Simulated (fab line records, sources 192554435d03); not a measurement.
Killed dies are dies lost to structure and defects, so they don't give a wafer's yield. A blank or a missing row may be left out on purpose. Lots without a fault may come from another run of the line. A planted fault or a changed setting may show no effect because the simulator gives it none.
Split-lot experiment | flow n5_finfet | 7 lots, 21 wafers read, on a route of 1938 steps

THE SPLIT
At N5_BEOL_M0_SAQP_COAT_34 (resist thk 30 nm), the setting spin_rpm was moved away from the recipe's 1500 rpm on 8 of the 21 wafers read, by -7.9% to -5.7%. The other wafers ran this setting at the recipe's value.

FROM THE SPLIT TO THE READING: what the file shows between them, 5 steps
- N5_BEOL_M0_SAQP_EBR_36
- N5_BEOL_M0_SAQP_SOFTBAKE_35: time 60 s
- N5_BEOL_M0_SAQP_EXPOSE_37: exposes mask M0 CUT1, target cd 30 nm
- N5_BEOL_M0_SAQP_PEB_38: peb time 60 s
- N5_BEOL_M0_SAQP_DEVELOP_39: develop time 30 s

THE READING
CAR-EUV_of_BEOL_M0_SAQP_COAT_34.thk_nm (the simulator's own value, which no gauge read), in nm, at N5_BEOL_M0_SAQP_DESCUM_45 (chemistry O2, time 7 s). The file gives no usual value for it. The 13 wafers here that ran the recipe average 26.1 nm, standard deviation 0.097 nm.

wafer  | tool, chamber at the split | spin_rpm as run, rpm | against the recipe | CAR-EUV_of_BEOL_M0_SAQP_COAT_34.thk_nm, nm | against lot-mates on the recipe
L074.3 | litho_track-01, 0          | 1403                 | -6.5%              | 27.2                                       | +1.2
L074.5 | litho_track-01, 0          | 1403                 | -6.5%              | 27                                         | +1.0
L074.6 | litho_track-01, 0          | 1500                 | recipe             | 26                                         | -
L076.2 | litho_track-01, 0          | 1500                 | recipe             | 26.2                                       | -
L076.3 | litho_track-01, 0          | 1500                 | recipe             | 26                                         | -
L076.4 | litho_track-01, 0          | 1500                 | recipe             | 26                                         | -
L079.1 | litho_track-01, 0          | 1500                 | recipe             | 26                                         | -
L079.4 | litho_track-01, 0          | 1500                 | recipe             | 26                                         | -
L079.6 | litho_track-01, 0          | 1500                 | recipe             | 26.2                                       | -
L083.1 | litho_track-03, 0          | 1500                 | recipe             | 26.2                                       | -
L083.5 | litho_track-03, 0          | 1500                 | recipe             | 26.2                                       | -
L083.6 | litho_track-03, 0          | 1500                 | recipe             | 26.2                                       | -
L088.1 | litho_track-05, 0          | 1500                 | recipe             | 26                                         | -
L088.5 | litho_track-05, 0          | 1500                 | recipe             | 26                                         | -
L088.3 | litho_track-05, 0          | 1405                 | -6.3%              | 27                                         | +1.0
L092.2 | litho_track-05, 0          | 1414                 | -5.7%              | 27                                         | no lot-mate on the recipe
L092.5 | litho_track-05, 0          | 1414                 | -5.7%              | 27                                         | no lot-mate on the recipe
L092.6 | litho_track-05, 0          | 1414                 | -5.7%              | 27                                         | no lot-mate on the recipe
L095.1 | litho_track-01, 0          | 1382                 | -7.9%              | 27.2                                       | +1.2
L095.4 | litho_track-01, 0          | 1382                 | -7.9%              | 27.2                                       | +1.2
L095.5 | litho_track-01, 0          | 1500                 | recipe             | 26                                         | -

THE FIT
A straight line over all 21 wafers: CAR-EUV_of_BEOL_M0_SAQP_COAT_34.thk_nm changes by -0.151 nm for each +1% of spin_rpm; r = -0.98; the points scatter about the line by 0.094 nm.
The same after taking each lot's own level away (the mean of its wafers on the recipe; 18 wafers): -0.159 nm for each +1%; r = -0.99; scatter 0.074 nm.
On that fit, the largest move of spin_rpm shifts the reading by 1.3 nm.
The lots' own levels span 26.00 to 26.20 nm, that is 2.1 times the standard deviation above.
So the lot-to-lot level changes the slope little: the two slopes agree.
Check: with one of the wafers moved furthest among these (-7.9%) left out of the fit, the line predicts +1.27 nm for it against its lot-mates. It came out at +1.2 nm against them.

THE WHOLE CHAIN: every reading that the file lists as answering this split, in the file's order
step                       | what it does           | reading                                                                                 | change (the file's fit)               | r (the file's)
N5_BEOL_M0_SAQP_COAT_34    | resist thk 30 nm       | CAR-EUV_of_BEOL_M0_SAQP_COAT_34.thk_nm (the simulator's own value, which no gauge read) | -0.166 nm for each +1% of the setting | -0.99
N5_BEOL_M0_SAQP_DEVELOP_39 | develop time 30 s      | CAR-EUV_of_BEOL_M0_SAQP_COAT_34.thk_nm (the simulator's own value, which no gauge read) | -0.151 nm for each +1% of the setting | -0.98
N5_BEOL_M0_SAQP_DESCUM_45  | chemistry O2, time 7 s | CAR-EUV_of_BEOL_M0_SAQP_COAT_34.thk_nm (the simulator's own value, which no gauge read) | -0.159 nm for each +1% of the setting | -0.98

THE FILE'S OWN FIT
CAR-EUV_of_BEOL_M0_SAQP_COAT_34.thk_nm changes by -0.159 nm for each +1% of spin_rpm, r = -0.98.
